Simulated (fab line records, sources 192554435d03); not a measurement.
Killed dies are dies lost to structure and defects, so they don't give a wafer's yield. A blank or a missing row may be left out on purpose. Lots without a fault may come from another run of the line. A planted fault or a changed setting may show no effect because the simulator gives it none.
Chamber matching | flow n5_finfet | N5_STI_FIN_REVEAL_CMP_04 on cmp-03: 4 sister chambers
The step polishes, stops on Si3N4, t overpolish 4 s, target thk 131.83 nm. 4 wafers are shown with their chamber, then 11 later ones without.

WAFERS WITH THEIR CHAMBER
wafer  | chamber | motor_current_A (A)
L089.6 | 0       | 7.8
L089.1 | 3       | 7.6
L089.2 | 2       | 6.9
L091.2 | 1       | 7.9

WAFERS WITHOUT THEIR CHAMBER
wafer  | motor_current_A (A)
L091.3 | 6.9
L091.4 | 7.9
L095.1 | 8.0
L095.3 | 7.2
L095.4 | 7.4
L096.1 | 7.0
L096.3 | 7.3
L096.4 | 8.1
L097.2 | 7.8
L097.5 | 7.9
L097.6 | 7.9

WHICH CHAMBER EACH WENT THROUGH
wafer  | from the rows above               | in truth
L091.3 | 2                                 | 2
L091.4 | can't be placed: 1 or 0 or 3      | 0
L095.1 | can't be placed: 1 or 0 or 3      | 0
L095.3 | can't be placed: 2 or 3 or 0      | 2
L095.4 | can't be placed: 3 or 0 or 1 or 2 | 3
L096.1 | 2                                 | 2
L096.3 | can't be placed: 3 or 2 or 0 or 1 | 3
L096.4 | can't be placed: 1 or 0 or 3      | 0
L097.2 | can't be placed: 0 or 1 or 3      | 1
L097.5 | can't be placed: 1 or 0 or 3      | 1
L097.6 | can't be placed: 1 or 0 or 3      | 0
Placed correctly: 2 of 11. Can't be placed from these rows: 9 (the true chamber is among the candidates in 9). Placed wrongly: 0.
How it was worked out, from the rows above alone: a wafer's distance from a chamber is the root of the sum, over the readings, of the square of ((its reading less the chamber's mean) divided by the reading's scatter). The wafer belongs to the nearest chamber; if the next one is less than 2 further off, it can't be placed. A chamber's mean is the mean of its shown wafers. The scatter: with one shown wafer a chamber, the root of the mean of the squares of how far each hidden wafer lies from its nearest shown one.
